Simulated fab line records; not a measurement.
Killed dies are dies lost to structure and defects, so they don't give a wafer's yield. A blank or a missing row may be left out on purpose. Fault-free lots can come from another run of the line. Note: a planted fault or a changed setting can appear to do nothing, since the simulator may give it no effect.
A lot that was struck, set against a sound lot    flow n5_finfet    37 out of 1938 route steps
Sound: these wafers, L548.2, L548.4, L548.5. Struck: wafer L556.5; the same lot's L556.6 was not struck, so it is left out; see the end for the cause.
For every step that has rows: the tool of each side, followed by ch and its chambers, followed by its first start. Under that, the readings that differ: sound wafers    struck wafers    difference of the means    sigmas: that difference in standard deviations of wafers without a fault.
alike: readings with means less than 2 such deviations apart, plus words and numbers identical on both sides. not compared: withheld readings, readings lacking a value on some wafer, bounds such as >300 that could conceal the same value, and numbers that have no deviation in the record and whose values overlap.
Wherever a step has rows on one side only, a row that says differs or no value, or a row with sigmas, the two part there. Numbers that have no deviation but don't overlap get no sigmas and don't part them. A reading that every wafer of one side lacks parts them only if that side has two wafers or more.

first, 9 steps without rows for these wafers: N5_BEOL_M12_PRE_CLEAN_42 (time 30 s); N5_BEOL_M12_SPUTTER_43 (material TaN, target thk 15 nm, time 24.19 s); N5_BEOL_M12_SPUTTER_44 (material Ta, target thk 10 nm, time 16.13 s); N5_BEOL_M12_SPUTTER_45 (material Cu, target thk 80 nm, time 13.33 s); N5_BEOL_M12_ECD_47 (material Cu, target thk 720 nm); N5_BEOL_M12_ANNEAL_48 (time 90 s); N5_BEOL_M12_CMP_49 (polishes, stops on SiOC, t overpolish 20.6 s, target thk 320 nm); N5_BEOL_M12_PRE_CLEAN_52 (time 15 s); N5_BEOL_M12_DEP_53 (deposits SiCN from 3MS/NH3, target thk 30 nm, time 10.5 s).
N5_BEOL_M13_ILD_DEP_00: deposits SiOC from DEMS/O2, target thk 837.92 nm, time 166.4 s.
  sound on pecvd-01 ch 1,2, day 13 01:29; struck on pecvd-01 ch 0, day 15 04:02
reading                                        sound              struck  difference  sigmas
heater_power_w (W)                             417 461 556        698     +220        +2
run_length_s (s)                               211.6 211.7 211.2  202.9   -8.6        -19
model.SiOC_of_BEOL_M13_ILD_DEP_00.thk_nm (nm)  826 847.4 827.8    795.4   -38.3       
  alike: showerhead_plenum_p_Torr, throttle_valve_pct
N5_BEOL_M13_THK_MEAS_01:
  sound on film_metro-01 at day 13 01:38; struck on film_metro-02 at day 15 04:08
reading           sound        struck  difference  sigmas
M13_ILD_THK (nm)  826 848 828  795     -39         -3
then, 10 steps without rows for these wafers: N5_BEOL_M13_COAT_58 (time 60 s, resist thk 89 nm); N5_BEOL_M13_COAT_04 (resist thk 400 nm); N5_BEOL_M13_EBR_06; N5_BEOL_M13_SOFTBAKE_05 (time 60 s); N5_BEOL_M13_EXPOSE_07 (exposes mask V12); N5_BEOL_M13_PEB_08 (peb time 90 s); N5_BEOL_M13_DEVELOP_09 (develop time 45 s); N5_BEOL_M13_HARDBAKE_14 (time 120 s); N5_BEOL_M13_DESCUM_15 (chemistry O2, time 7.9 s); N5_BEOL_M13_ETCH_59 (etches BARC in N2/H2, target depth 89 nm, overetch 26.7 nm, time 67.9 s).
N5_BEOL_M13_VIA_ETCH_16: etches SiOC in C4F8/O2/Ar, target depth 921.7 nm.
  sound on rie_diel-06 ch 0,1, day 13 02:14; struck on rie_diel-01 ch 2, day 15 04:43
reading                                     sound            struck  difference  sigmas
drypump_motor_current_A (A)                 6.5 6.5 6.5      5.4     -1.1        -2
model.etch.depth_nm (nm)                    826 847.4 827.8  795.4   -38.3       
model.coat_of_BEOL_M13_COAT_04.thk_nm (nm)  69.2 67.8 69.2   86.8    +18.1       
  alike: he_outer_torr, oes_product_au, rf_vpp_V, showerhead_plenum_p_Torr, throttle_valve_pct
N5_BEOL_M13_STRIP_63: strips in N2/H2.
  sound on plasma_asher-02 ch 0,1, day 13 02:29; struck on plasma_asher-01 ch 1, day 15 04:53
reading                       sound              struck  difference  sigmas
n2_flow_sccm (sccm)           1745 1735 1751     1757    +13         +3
oes_product_au (a.u.)         0.672 0.677 0.666  0.688   +0.016      +3
strip_time_to_endpoint_s (s)  27.4 27.0 27.4     32.5    +5.2        +4
  alike: drypump_motor_current_A, heater_power_w, temp_c
  not compared: rf_hours_counter_h
then, 12 steps without rows for these wafers: N5_BEOL_M13_STRIP_64 (strips in N2/H2); N5_BEOL_M13_STRIP_71 (strips in post etch residue remover, time 60 s); N5_BEOL_M13_SRD_72 (time 30 s, dry time 30 s); N5_BEOL_M13_COAT_65 (time 60 s, resist thk 350 nm); N5_BEOL_M13_COAT_66 (time 60 s, resist thk 110 nm); N5_BEOL_M13_COAT_22 (resist thk 300 nm); N5_BEOL_M13_EBR_24; N5_BEOL_M13_SOFTBAKE_23 (time 60 s); N5_BEOL_M13_EXPOSE_25 (exposes mask M13, target cd 210 nm); N5_BEOL_M13_PEB_26 (peb time 90 s); N5_BEOL_M13_DEVELOP_27 (develop time 45 s); N5_BEOL_M13_HARDBAKE_32 (time 120 s).
N5_BEOL_M13_CMP_49: polishes, stops on SiOC, t overpolish 17.1 s, target thk 420 nm.
  sound on cmp-01 ch 0,1,3, day 13 06:36; struck on cmp-01 ch 0, day 15 08:52
reading                                        sound              struck  difference  sigmas
model.SiOC_of_BEOL_M13_ILD_DEP_00.thk_nm (nm)  769.6 790.6 770.2  738.4   -38.4       
  alike: motor_current_A, retaining_ring_pressure_frac
N5_PASSIVATION_PROBE_49:
  record: rows for the struck wafers here (prober-01, day 16 09:34), none for the sound ones

WHERE THEY PART
Earliest at N5_BEOL_M13_ILD_DEP_00; latest, in this record, at N5_PASSIVATION_PROBE_49.

WHY: what had been put in by the simulator
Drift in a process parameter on pecvd-01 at N5_BEOL_M13_ILD_DEP_00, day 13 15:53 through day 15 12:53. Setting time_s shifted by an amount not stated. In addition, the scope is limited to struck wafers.
